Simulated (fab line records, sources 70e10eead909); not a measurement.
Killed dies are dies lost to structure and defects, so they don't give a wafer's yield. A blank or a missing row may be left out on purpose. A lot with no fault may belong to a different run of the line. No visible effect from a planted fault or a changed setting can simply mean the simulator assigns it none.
Chamber matching | flow nand_harc | rie_diel-08 running NHARC_A_CONTACT_ETCH_90: 4 sister chambers
The step etches the open film in CH3F/O2, target depth 40 nm, time 85.7 s. 15 wafers are shown with their chamber, then 7 later ones without.

## WAFERS PAIRED WITH THEIR CHAMBERS
wafer  | chamber | drypump_motor_current_A (A) | showerhead_plenum_p_Torr (Torr) | run_length_s (s)
L550.1 | 2       | 6.0                         | 2.41                            | 107.7
L550.3 | 3       | 6.2                         | 2.37                            | 106.8
L550.5 | 2       | 6.0                         | 2.41                            | 107.1
L552.2 | 2       | 6.0                         | 2.41                            | 107.3
L552.3 | 1       | 5.9                         | 2.39                            | 107.0
L552.4 | 3       | 6.2                         | 2.37                            | 106.6
L555.1 | 2       | 6.0                         | 2.41                            | 106.8
L555.2 | 0       | 5.9                         | 2.38                            | 107.0
L555.5 | 1       | 5.8                         | 2.38                            | 107.3
L554.1 | 0       | 5.9                         | 2.38                            | 107.4
L554.4 | 2       | 6.0                         | 2.40                            | 107.1
L556.1 | 0       | 5.9                         | 2.38                            | 107.1
L556.4 | 2       | 6.0                         | 2.40                            | 107.6
L563.2 | 0       | 5.9                         | 2.38                            | 107.3
L563.3 | 3       | 6.2                         | 2.36                            | 106.8

SIGNATURES, as means of the wafers listed above
reading                  | chamber 0 | chamber 1 | chamber 2 | chamber 3 | scatter within a chamber
drypump_motor_current_A  | 5.900     | 5.850     | 6.000     | 6.200     | 0.0213
showerhead_plenum_p_Torr | 2.3800    | 2.3850    | 2.4067    | 2.3667    | 0.00477
run_length_s             | 107.200   | 107.150   | 107.267   | 106.733   | 0.26
Rule: distance of a wafer from a chamber = root of the sum over the readings of ((wafer's reading minus chamber's mean) / reading's scatter) squared. The wafer belongs to the nearest chamber; if the next one is less than 2 further off, it can't be placed. How the scatter is found: for the shown wafers, subtract from each reading the mean of its chamber, square and add these, divide the total by (wafers less chambers), then take the root.

## WAFERS MISSING THEIR CHAMBER
wafer  | drypump_motor_current_A (A) | showerhead_plenum_p_Torr (Torr) | run_length_s (s)
L563.5 | 6.2                         | 2.36                            | 106.6
L565.2 | 5.9                         | 2.38                            | 107.3
L565.4 | 6.2                         | 2.36                            | 106.7
L565.5 | 6.0                         | 2.40                            | 107.0
L566.1 | 5.9                         | 2.38                            | 107.4
L566.3 | 5.9                         | 2.38                            | 107.0
L566.4 | 6.0                         | 2.40                            | 107.4

## CHAMBER TAKEN BY EACH
wafer  | from the rows above     | in truth
L563.5 | 3                       | 3
L565.2 | 0                       | 0
L565.4 | 3                       | 3
L565.5 | 2                       | 2
L566.1 | can't be placed: 0 or 1 | 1
L566.3 | can't be placed: 0 or 1 | 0
L566.4 | 2                       | 2
Placed correctly: 5 of 7. Not placeable from these rows: 2 (in 2, the candidates include the true chamber). Number placed wrongly: 0.
